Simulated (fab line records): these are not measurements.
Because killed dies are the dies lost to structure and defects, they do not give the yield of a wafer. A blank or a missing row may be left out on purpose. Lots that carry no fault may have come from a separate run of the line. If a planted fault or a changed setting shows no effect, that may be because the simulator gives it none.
What tool caused it?    flow n5_finfet    28 wafers from 10 lots sampled at 5 of the route's 1938 steps

## WHAT THE GAUGES SHOWED, per wafer
N5_BEOL_M4_RC_MEAS_101. Usual: DIBL_N 36.0 mV/V, standard deviation 1.7; DIBL_P 35.8 mV/V, standard deviation 2; EOT_N 10.54, standard deviation 0.1; EOT_P 10.51, standard deviation 0.1; IGATE_N 0.0120 nA/um, standard deviation 0.0017; IGATE_P 0.0036 nA/um, standard deviation 0.0005; IOFF_N 0.15 nA/um, standard deviation 0.03; IOFF_P 0.20 nA/um, standard deviation 0.037; ION_N 670 uA/um, standard deviation 12; ION_P 460 uA/um, standard deviation 7.2; SS_N 71.5 mV/dec, standard deviation 0.68; SS_P 73.2 mV/dec, standard deviation 0.65; VT_N 250 mV, standard deviation 3.1; VT_P -251 mV, standard deviation 3.4.
lot   measured      on         DIBL_N (mV/V)   DIBL_P (mV/V)   EOT_N              EOT_P              IGATE_N (nA/um)       IGATE_P (nA/um)       IOFF_N (nA/um)  IOFF_P (nA/um)  ION_N (uA/um)  ION_P (uA/um)  SS_N (mV/dec)   SS_P (mV/dec)   VT_N (mV)    VT_P (mV)       flag
L916  day 8 10:06   prober-01  36.0 37.1 36.7  37.1 37.0 36.6  10.47 10.48 10.47  10.45 10.43 10.59  0.0135 0.0126 0.0118  0.0040 0.0037 0.0035  0.17 0.18 0.18  0.24 0.23 0.23  684 682 669    471 464 467    71.4 71.3 71.6  73.4 73.3 73.3  249 248 249  -247 -248 -247  
L917  day 8 07:37   prober-01  36.4 34.2 34.7  35.4 31.6 32.5  10.57 10.56 10.31  10.54 10.51 10.37  0.0110 0.0115 0.0134  0.0033 0.0035 0.0040  0.16 0.11 0.13  0.20 0.16 0.16  664 655 662    456 455 454    71.6 70.5 71.2  73.0 72.0 72.5  250 256 253  -251 -256 -257  
L921  day 9 08:49   prober-02  33.1 35.5 34.2  33.7 36.5 35.5  10.62 10.68 10.51  10.47 10.60 10.43  0.0113 0.0108 0.0139  0.0035 0.0033 0.0043  0.12 0.16 0.14  0.15 0.18 0.18  662 666 682    454 449 469    71.1 71.8 71.3  73.2 73.2 72.5  252 248 251  -255 -254 -255  
L922  day 9 08:45   prober-01  36.3 34.4 39.2  37.4 36.1 40.2  10.46 10.53 10.55  10.49 10.47 10.56  0.0118 0.0124 0.0114  0.0034 0.0036 0.0033  0.15 0.13 0.20  0.21 0.18 0.27  654 663 669    448 460 455    70.6 71.2 73.0  73.9 73.1 74.0  248 252 246  -252 -251 -251  
L925  day 10 15:08  prober-02  36.1 37.8 36.9  34.8 37.6 34.9  10.56 11.60 10.46  10.51 11.56 10.57  0.0115 0.0037 0.0116  0.0034 0.0011 0.0035  0.18 0.20 0.18  0.23 0.28 0.23  668 678 671    458 463 458    71.5 71.5 72.4  73.4 74.1 73.5  247 246 250  -249 -245 -247  OFF
L926  day 10 21:30  prober-01  37.7 37.2       38.1 36.5       10.62 11.57        10.47 11.46        0.0132 0.0040         0.0038 0.0012         0.19 0.16       0.27 0.22       687 664        477 453        71.5 71.7       73.5 73.7       248 248      -244 -247       OFF
L928  day 10 21:58  prober-02  34.8 35.2       35.7 35.2       10.47 11.60        10.46 11.60        0.0124 0.0039         0.0037 0.0012         0.13 0.13       0.19 0.17       672 644        462 442        71.4 71.8       73.5 72.5       251 253      -250 -252       OFF
L933  day 12 18:06  prober-02  34.7 36.5 36.4  33.5 35.0 35.7  10.52 10.57 10.46  10.41 10.47 10.36  0.0119 0.0091 0.0119  0.0037 0.0028 0.0036  0.13 0.15 0.15  0.19 0.22 0.22  671 647 658    460 448 456    71.4 72.0 71.8  72.2 72.6 72.8  252 251 251  -249 -247 -247  
L937  day 13 10:17  prober-01  37.4 35.4 34.9  37.8 36.2 35.6  10.50 10.52 10.51  10.56 10.56 10.56  0.0111 0.0111 0.0106  0.0034 0.0034 0.0032  0.17 0.14 0.13  0.21 0.18 0.17  682 659 657    463 457 461    72.0 71.1 71.0  74.5 73.8 73.4  251 254 253  -251 -253 -256  
L939  day 14 05:07  prober-02  36.1 32.9 36.1  37.4 33.9 37.3  10.49 10.51 10.52  10.56 10.42 10.52  0.0103 0.0123 0.0112  0.0031 0.0036 0.0034  0.16 0.12 0.16  0.21 0.17 0.20  685 672 681    467 457 460    71.8 70.4 71.1  73.0 72.3 73.9  251 252 249  -252 -252 -253  

## TOOL THAT RAN EACH LOT (tool first, then ch and the chambers of the sampled wafers, then the start)
lot   N5_DUMMY_GATE_ALD_02              N5_BEOL_M4_ANNEAL_82          N5_BEOL_M4_SPUTTER_96         N5_BEOL_M4_CO_CAP_55
L916  ald_sin-04 ch 0,1,3, day 2 14:17  pvd_sputter-01, day 8 07:24   pvd_sputter-01, day 8 08:38   cvd_co-02 ch 0,1,2, day 8 09:52
L917  ald_sin-02 ch 2,3, day 2 19:51    pvd_sputter-02, day 8 05:08   pvd_sputter-02, day 8 06:22   cvd_co-01 ch 0,1, day 8 07:14
L921  ald_sin-04 ch 0,1,3, day 3 20:50  pvd_sputter-03, day 9 04:59   pvd_sputter-03, day 9 06:13   cvd_co-01 ch 0,2, day 9 08:35
L922  ald_sin-02 ch 2,3, day 4 04:01    pvd_sputter-01, day 9 06:14   pvd_sputter-01, day 9 07:29   cvd_co-01 ch 0,2, day 9 08:21
L925  ald_sin-02 ch 0,1,2, day 5 03:40  pvd_sputter-03, day 10 12:47  pvd_sputter-03, day 10 14:01  cvd_co-02 ch 0,2, day 10 14:55
L926  ald_sin-02 ch 1,2, day 5 04:29    pvd_sputter-03, day 10 18:56  pvd_sputter-03, day 10 20:11  cvd_co-02 ch 1,2, day 10 21:16
L928  ald_sin-02 ch 2,3, day 5 13:13    pvd_sputter-02, day 10 19:37  pvd_sputter-02, day 10 20:52  cvd_co-02 ch 0,2, day 10 21:44
L933  ald_sin-04 ch 0,1, day 6 20:58    pvd_sputter-03, day 12 15:36  pvd_sputter-03, day 12 16:50  cvd_co-02 ch 0,2, day 12 17:43
L937  ald_sin-02 ch 0,2, day 7 19:43    pvd_sputter-02, day 13 07:24  pvd_sputter-02, day 13 08:38  cvd_co-01 ch 0,1,2, day 13 09:44
L939  ald_sin-02 ch 0,2, day 8 07:52    pvd_sputter-02, day 14 02:41  pvd_sputter-02, day 14 03:55  cvd_co-02 ch 0,2, day 14 04:53
- N5_DUMMY_GATE_ALD_02: deposits SiO2, target thk 2 nm, pulse time 1 s.
- N5_BEOL_M4_ANNEAL_82: time 240 s.
- N5_BEOL_M4_SPUTTER_96: material Cu, target thk 4.5 nm, time 8.29 s.
- N5_BEOL_M4_CO_CAP_55: material Co, precursor CCTBA/H2, target thk 2 nm, time 102.1 s.

## WHAT THE TOOLS THEMSELVES READ (means of the sampled wafers that have a number; where no wafer has one, the mark that the record gives instead)
N5_DUMMY_GATE_ALD_02. Usual: heater_power_outer_w 263 W, standard deviation 24; heater_power_w 464 W, standard deviation 35; precursor_pulse_height_rel 0.997, standard deviation 0.021.
lot   tool        heater_power_outer_w (W)  heater_power_w (W)  precursor_pulse_height_rel  flag
L916  ald_sin-04  267                       466                 0.998                       
L917  ald_sin-02  264                       473                 1.014                       
L921  ald_sin-04  266                       470                 0.987                       
L922  ald_sin-02  263                       475                 0.991                       
L925  ald_sin-02  282                       468                 1.009                       
L926  ald_sin-02  282                       486                 0.995                       
L928  ald_sin-02  266                       484                 1.016                       
L933  ald_sin-04  269                       464                 0.993                       
L937  ald_sin-02  274                       480                 0.985                       
L939  ald_sin-02  268                       468                 0.997                       

N5_BEOL_M4_ANNEAL_82. Usual: 815 W for heater_power_w, sd 80.
lot   tool            heater_power_w (W)  flag
L916  pvd_sputter-01  822                 
L917  pvd_sputter-02  787                 
L921  pvd_sputter-03  874                 
L922  pvd_sputter-01  822                 
L925  pvd_sputter-03  862                 
L926  pvd_sputter-03  936                 
L928  pvd_sputter-02  822                 
L933  pvd_sputter-03  862                 
L937  pvd_sputter-02  818                 
L939  pvd_sputter-02  818                 

N5_BEOL_M4_SPUTTER_96. Usual: 29.8 % for throttle_valve_pct, sd 1.1.
lot   tool            throttle_valve_pct (%)  flag
L916  pvd_sputter-01  29.7                    
L917  pvd_sputter-02  29.3                    
L921  pvd_sputter-03  30.7                    
L922  pvd_sputter-01  30.2                    
L925  pvd_sputter-03  30.7                    
L926  pvd_sputter-03  30.5                    
L928  pvd_sputter-02  29.1                    
L933  pvd_sputter-03  28.7                    
L937  pvd_sputter-02  30.0                    
L939  pvd_sputter-02  29.7                    

N5_BEOL_M4_CO_CAP_55. Usual: heater_power_outer_w 123 W, standard deviation 15; heater_power_w 235 W, standard deviation 26.
lot   tool       heater_power_outer_w (W)  heater_power_w (W)  flag
L916  cvd_co-02  127                       240                 
L917  cvd_co-01  114                       222                 
L921  cvd_co-01  114                       219                 
L922  cvd_co-01  120                       225                 
L925  cvd_co-02  130                       244                 
L926  cvd_co-02  115                       219                 
L928  cvd_co-02  137                       249                 
L933  cvd_co-02  130                       244                 
L937  cvd_co-01  120                       231                 
L939  cvd_co-02  129                       246                 

## THE ANSWER, worked out from the rows above alone
Rule: lot off if the mean of its wafers having a number is beyond 3 standard deviations from the usual mean. Also off: a lot with no number at a reading for which 4 or more lots have one. The other lots that the step has rows for count as sound. After the gauges, taken in route order, come the tools' own readings; for these a lot's mean is taken, as printed above. The first step at which some lot is off is used, and at that step the reading that is off furthest; a lot without a number counts as furthest.
Off: L925, L926, L928, seen at N5_BEOL_M4_RC_MEAS_101 (EOT_N).
If a tool, at a process step before that reading, ran all the lots that are off and no sound lot after the first of them, it fits. The gauges at N5_BEOL_M4_RC_MEAS_101 are tried like those tools. Of those tried, none fits.

## WHAT THE SIMULATOR HAD INSERTED
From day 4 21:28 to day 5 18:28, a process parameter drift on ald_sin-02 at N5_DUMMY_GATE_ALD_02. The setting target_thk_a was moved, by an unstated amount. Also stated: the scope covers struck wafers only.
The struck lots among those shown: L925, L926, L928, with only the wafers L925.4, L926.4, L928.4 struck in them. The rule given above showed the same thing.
